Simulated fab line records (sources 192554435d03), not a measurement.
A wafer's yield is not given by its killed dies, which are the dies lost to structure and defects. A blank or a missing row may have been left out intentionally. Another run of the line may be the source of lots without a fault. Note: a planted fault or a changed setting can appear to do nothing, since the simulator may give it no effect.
Chamber matching | flow n5 finfet | N5_BEOL_M4_ILD_DEP_00 on pecvd-04 has 3 sister chambers
The step deposits SiOC from DEMS/O2, target thk 79 nm, time 15.3 s. 6 wafers are shown with their chamber, then 11 later ones without.

EACH WAFER AND ITS CHAMBER
wafer  | chamber | showerhead plenum p Torr (Torr) | heater power w (W)
L082.6 | 0       | 5.710                           | 645
L085.6 | 1       | 5.680                           | 685
L086.1 | 2       | 5.703                           | 573
L086.2 | 0       | 5.714                           | 647
L086.3 | 1       | 5.668                           | 628
L088.1 | 2       | 5.688                           | 600

WAFERS MISSING THEIR CHAMBER
wafer  | showerhead plenum p Torr (Torr) | heater power w (W)
L088.4 | 5.675                           | 608
L088.6 | 5.696                           | 592
L094.1 | 5.713                           | 525
L094.3 | 5.672                           | 646
L094.4 | 5.719                           | 548
L096.3 | 5.683                           | 653
L096.4 | 5.691                           | 667
L096.5 | 5.712                           | 525
L097.2 | 5.683                           | 533
L097.3 | 5.704                           | 573
L097.4 | 5.669                           | 613

WHICH CHAMBER EACH WENT THROUGH
wafer  | from the rows above          | in truth
L088.4 | can't be placed: 1 or 2      | 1
L088.6 | 2                            | 2
L094.1 | can't be placed: 2 or 0      | 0
L094.3 | 1                            | 1
L094.4 | can't be placed: 2 or 0      | 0
L096.3 | can't be placed: 1 or 2      | 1
L096.4 | can't be placed: 1 or 0 or 2 | 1
L096.5 | can't be placed: 2 or 0      | 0
L097.2 | 2                            | 2
L097.3 | can't be placed: 2 or 0      | 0
L097.4 | can't be placed: 1 or 2      | 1
Correct placement for 3 of the 11. These rows do not allow placing 8 (true chamber among the candidates in 8). Wrongly placed: 0.
How it was worked out, from the rows above alone: a wafer's distance from a chamber is the root of the sum, over the readings, of the square of ((its reading less the chamber's mean) divided by the reading's scatter). If the next closest chamber is less than 2 further off than the closest, the wafer can't be placed; otherwise it belongs to the closest. For every chamber, the mean is computed from those of its wafers that are shown. The scatter: take each reading less its chamber's mean, square it, sum over the shown wafers, divide by the number of wafers less the number of chambers, and take the root.
